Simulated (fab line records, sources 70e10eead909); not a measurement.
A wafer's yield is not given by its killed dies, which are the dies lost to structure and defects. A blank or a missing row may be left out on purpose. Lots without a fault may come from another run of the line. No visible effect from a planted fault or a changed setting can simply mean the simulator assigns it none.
Chamber matching :: flow nand_harc :: NHARC_A_STAIRCASE_DESCUM_219 on rie_diel-03 has 4 sister chambers
The step chemistry O2, time 3 s. 20 wafers are shown with their chamber, then 10 later ones without.

## EACH WAFER AND ITS CHAMBER
wafer: L074.1
chamber: 3
showerhead_plenum_p_Torr (Torr): 1.90
oes_product_au (a.u.): 1.012
rf_vpp_V (V): 58.9

wafer: L074.5
chamber: 3
showerhead_plenum_p_Torr (Torr): 1.90
oes_product_au (a.u.): 1.012
rf_vpp_V (V): 58.7

wafer: L074.6
chamber: 2
showerhead_plenum_p_Torr (Torr): 1.77
oes_product_au (a.u.): 0.993
rf_vpp_V (V): 58.2

wafer: L076.2
chamber: 1
showerhead_plenum_p_Torr (Torr): 1.98
oes_product_au (a.u.): 1.000
rf_vpp_V (V): 59.0

wafer: L076.4
chamber: 3
showerhead_plenum_p_Torr (Torr): 1.90
oes_product_au (a.u.): 1.000
rf_vpp_V (V): 58.3

wafer: L076.5
chamber: 1
showerhead_plenum_p_Torr (Torr): 1.98
oes_product_au (a.u.): 0.986
rf_vpp_V (V): 57.9

wafer: L082.1
chamber: 3
showerhead_plenum_p_Torr (Torr): 1.89
oes_product_au (a.u.): 1.027
rf_vpp_V (V): 58.0

wafer: L082.2
chamber: 1
showerhead_plenum_p_Torr (Torr): 1.97
oes_product_au (a.u.): 1.006
rf_vpp_V (V): 57.8

wafer: L082.6
chamber: 0
showerhead_plenum_p_Torr (Torr): 1.88
oes_product_au (a.u.): 1.016
rf_vpp_V (V): 56.0

wafer: L086.3
chamber: 2
showerhead_plenum_p_Torr (Torr): 2.07
oes_product_au (a.u.): 0.997
rf_vpp_V (V): 58.3

wafer: L086.4
chamber: 0
showerhead_plenum_p_Torr (Torr): 1.87
oes_product_au (a.u.): 0.995
rf_vpp_V (V): 57.1

wafer: L086.5
chamber: 3
showerhead_plenum_p_Torr (Torr): 1.89
oes_product_au (a.u.): 1.028
rf_vpp_V (V): 59.8

wafer: L087.1
chamber: 2
showerhead_plenum_p_Torr (Torr): 2.07
oes_product_au (a.u.): 0.988
rf_vpp_V (V): 59.9

wafer: L087.2
chamber: 1
showerhead_plenum_p_Torr (Torr): 1.97
oes_product_au (a.u.): 1.010
rf_vpp_V (V): 57.8

wafer: L087.5
chamber: 1
showerhead_plenum_p_Torr (Torr): 1.97
oes_product_au (a.u.): 1.005
rf_vpp_V (V): 59.6

wafer: L091.1
chamber: 2
showerhead_plenum_p_Torr (Torr): 2.07
oes_product_au (a.u.): 0.995
rf_vpp_V (V): 58.5

wafer: L091.2
chamber: 1
showerhead_plenum_p_Torr (Torr): 1.96
oes_product_au (a.u.): 1.008
rf_vpp_V (V): 58.0

wafer: L091.5
chamber: 3
showerhead_plenum_p_Torr (Torr): 1.88
oes_product_au (a.u.): 1.038
rf_vpp_V (V): 57.2

wafer: L093.1
chamber: 0
showerhead_plenum_p_Torr (Torr): 1.87
oes_product_au (a.u.): 0.998
rf_vpp_V (V): 57.4

wafer: L093.3
chamber: 1
showerhead_plenum_p_Torr (Torr): 1.96
oes_product_au (a.u.): 1.005
rf_vpp_V (V): 58.3

SIGNATURES (means of the wafers above)
reading: showerhead_plenum_p_Torr
chamber 0: 1.8733
chamber 1: 1.9700
chamber 2: 1.9950
chamber 3: 1.8933
scatter within a chamber: 0.0653

reading: oes_product_au
chamber 0: 1.00300
chamber 1: 1.00286
chamber 2: 0.99325
chamber 3: 1.01950
scatter within a chamber: 0.0102

reading: rf_vpp_V
chamber 0: 56.833
chamber 1: 58.343
chamber 2: 58.725
chamber 3: 58.483
scatter within a chamber: 0.781
Rule: for each reading, subtract the chamber's mean from the wafer's reading, divide by that reading's scatter and square the result; add these up over the readings and take the root, which gives the wafer's distance from the chamber. The wafer belongs to the nearest chamber; if the next one is less than 2 further off, it can't be placed. The scatter: the root of (the sum of the squares of (reading less its chamber's mean) over the shown wafers, divided by (wafers less chambers)).

## WAFERS WHOSE CHAMBER IS MISSING
wafer: L093.6
showerhead_plenum_p_Torr (Torr): 1.87
oes_product_au (a.u.): 0.996
rf_vpp_V (V): 57.9

wafer: L094.1
showerhead_plenum_p_Torr (Torr): 1.87
oes_product_au (a.u.): 1.002
rf_vpp_V (V): 57.4

wafer: L094.4
showerhead_plenum_p_Torr (Torr): 2.06
oes_product_au (a.u.): 0.987
rf_vpp_V (V): 58.6

wafer: L094.5
showerhead_plenum_p_Torr (Torr): 1.96
oes_product_au (a.u.): 0.998
rf_vpp_V (V): 56.9

wafer: L096.2
showerhead_plenum_p_Torr (Torr): 2.06
oes_product_au (a.u.): 0.990
rf_vpp_V (V): 58.3

wafer: L096.4
showerhead_plenum_p_Torr (Torr): 1.88
oes_product_au (a.u.): 1.024
rf_vpp_V (V): 57.6

wafer: L096.6
showerhead_plenum_p_Torr (Torr): 2.06
oes_product_au (a.u.): 0.982
rf_vpp_V (V): 58.7

wafer: L097.1
showerhead_plenum_p_Torr (Torr): 1.86
oes_product_au (a.u.): 1.004
rf_vpp_V (V): 56.7

wafer: L097.3
showerhead_plenum_p_Torr (Torr): 1.96
oes_product_au (a.u.): 1.019
rf_vpp_V (V): 57.2

wafer: L097.5
showerhead_plenum_p_Torr (Torr): 1.96
oes_product_au (a.u.): 1.006
rf_vpp_V (V): 57.6

## WHICH CHAMBER EACH ONE RAN IN
wafer: L093.6
from the rows above: can't be placed: 0 or 1 or 2 or 3
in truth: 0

wafer: L094.1
from the rows above: can't be placed: 0 or 1 or 3 or 2
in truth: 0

wafer: L094.4
from the rows above: can't be placed: 2 or 1
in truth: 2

wafer: L094.5
from the rows above: can't be placed: 0 or 1 or 2 or 3
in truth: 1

wafer: L096.2
from the rows above: can't be placed: 2 or 1
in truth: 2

wafer: L096.4
from the rows above: can't be placed: 3 or 0 or 1
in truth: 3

wafer: L096.6
from the rows above: can't be placed: 2 or 1
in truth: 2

wafer: L097.1
from the rows above: 0
in truth: 0

wafer: L097.3
from the rows above: can't be placed: 3 or 0 or 1 or 2
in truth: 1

wafer: L097.5
from the rows above: can't be placed: 1 or 0 or 2 or 3
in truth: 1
Correct placement for 1 of the 10. Not placeable from these rows: 9 (in 9, the candidates include the true chamber). Placed wrongly: 0.
